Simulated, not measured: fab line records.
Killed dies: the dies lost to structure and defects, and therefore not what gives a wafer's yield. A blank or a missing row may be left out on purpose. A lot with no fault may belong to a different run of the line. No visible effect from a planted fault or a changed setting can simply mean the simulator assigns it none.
Struck lot and sound lot, side by side :: flow n5_finfet :: 15 out of 1938 route steps
Sound: wafers L468.1, L468.3, L468.5. Struck: wafer L472.1. (L472.3, L472.5 of the same lot were not struck and are left out.) The cause comes at the end.
Each step with rows lists, per side, the tool, then ch with its chambers, then its first start. Under that, the readings that differ: sound wafers :: struck wafers :: difference of the means :: sigmas: that difference in standard deviations of wafers without a fault.
alike: readings whose means differ by less than 2 such deviations, and words and numbers that are the same on both sides. not compared: withheld readings, readings that some wafer has no value for, bounds like >300 that may hide the same value, and numbers for which the record gives no deviation and whose values overlap.
The two part at a step that has a row with sigmas, a row that says differs or no value, or rows on one side only. When numbers do not overlap yet have no deviation, they are printed without sigmas and do not part them. A reading that every wafer of one side lacks parts them only if that side has two wafers or more.

N5_BEOL_M1_SPUTTER_92: material Cu, target thk 4.5 nm, time 8.29 s.
  sound on pvd_sputter-02, day 7 11:40; struck on pvd_sputter-03, day 8 13:10
reading: substrate_temp_c (C)
sound: -19.99 -19.87 -19.87
struck: -20.17
difference: -0.26
sigmas: -3
  alike: throttle_valve_pct
N5_BEOL_M1_ANNEAL_93: time 240 s.
  sound on pvd_sputter-02, day 7 11:44; struck on pvd_sputter-03, day 8 13:15
  alike: heater_power_w
then, 2 steps without rows for these wafers: N5_BEOL_M1_SPUTTER_94 (material Cu, target thk 4.5 nm, time 8.29 s); N5_BEOL_M1_ANNEAL_95 (time 240 s).
N5_BEOL_M1_SPUTTER_96: material Cu, target thk 4.5 nm, time 8.29 s.
  sound on pvd_sputter-02, day 7 12:06; struck on pvd_sputter-03, day 8 13:37
  alike: substrate_temp_c, throttle_valve_pct
then, 3 steps without rows for these wafers: N5_BEOL_M1_ECD_50 (material Cu, target thk 300 nm); N5_BEOL_M1_ANNEAL_51 (time 90 s); N5_BEOL_M1_CMP_52 (polishes, stops on SiOC, t overpolish 6.8 s, target thk 40 nm).
N5_BEOL_M1_THK_MEAS_53: measures by xrf.
  sound on film_metro-02, day 7 15:35; struck on film_metro-01, day 8 18:37
  alike: M1_THK
N5_BEOL_M1_PRE_CLEAN_60: time 15 s.
  sound on cvd_co-02 ch 0,1, day 7 15:37; struck on cvd_co-02 ch 0, day 8 18:38
  alike: heater_power_outer_w, heater_power_w
N5_BEOL_M1_CO_CAP_55: material Co, precursor CCTBA/H2, target thk 2 nm, time 102.1 s.
  sound on cvd_co-02 ch 0,1, day 7 15:39; struck on cvd_co-02 ch 0, day 8 18:41
  alike: heater_power_outer_w, heater_power_w
then, 1 step without rows for these wafers: N5_BEOL_M1_PRE_CLEAN_56 (time 15 s).
N5_BEOL_M1_DEP_57: deposits SiCN from 3MS/NH3, target thk 8 nm, time 14 s.
  sound on pecvd-04 ch 1,2, day 7 15:46; struck on pecvd-04 ch 1, day 8 18:48
reading: model.SiCN_of_BEOL_M1_DEP_57.thk_nm (nm)
sound: 7.8 8.2 8
struck: 7.4
difference: -0.6
sigmas: 
  alike: showerhead_plenum_p_Torr, throttle_valve_pct
N5_BEOL_M1_RS_MEAS_58: measures by four-point-probe.
  sound on film_metro-01, day 7 15:50; struck on film_metro-02, day 8 18:52
  alike: M1_RS
N5_BEOL_M4_RC_MEAS_101:
  sound on prober-01 ch 0, day 8 23:05; struck on prober-02 ch 0, day 10 02:19
reading: DIBL_P (mV/V)
sound: 37.9 36.7 37.1
struck: 33.5
difference: -3.7
sigmas: -2
  alike: DIBL_N, IOFF_N, IOFF_P, ION_N, ION_P, SS_N, SS_P, VT_N, VT_P

WHERE THEY PART
At N5_BEOL_M1_SPUTTER_92 first; at N5_BEOL_M4_RC_MEAS_101 last (within this record only).

WHY: the cause the simulator had injected
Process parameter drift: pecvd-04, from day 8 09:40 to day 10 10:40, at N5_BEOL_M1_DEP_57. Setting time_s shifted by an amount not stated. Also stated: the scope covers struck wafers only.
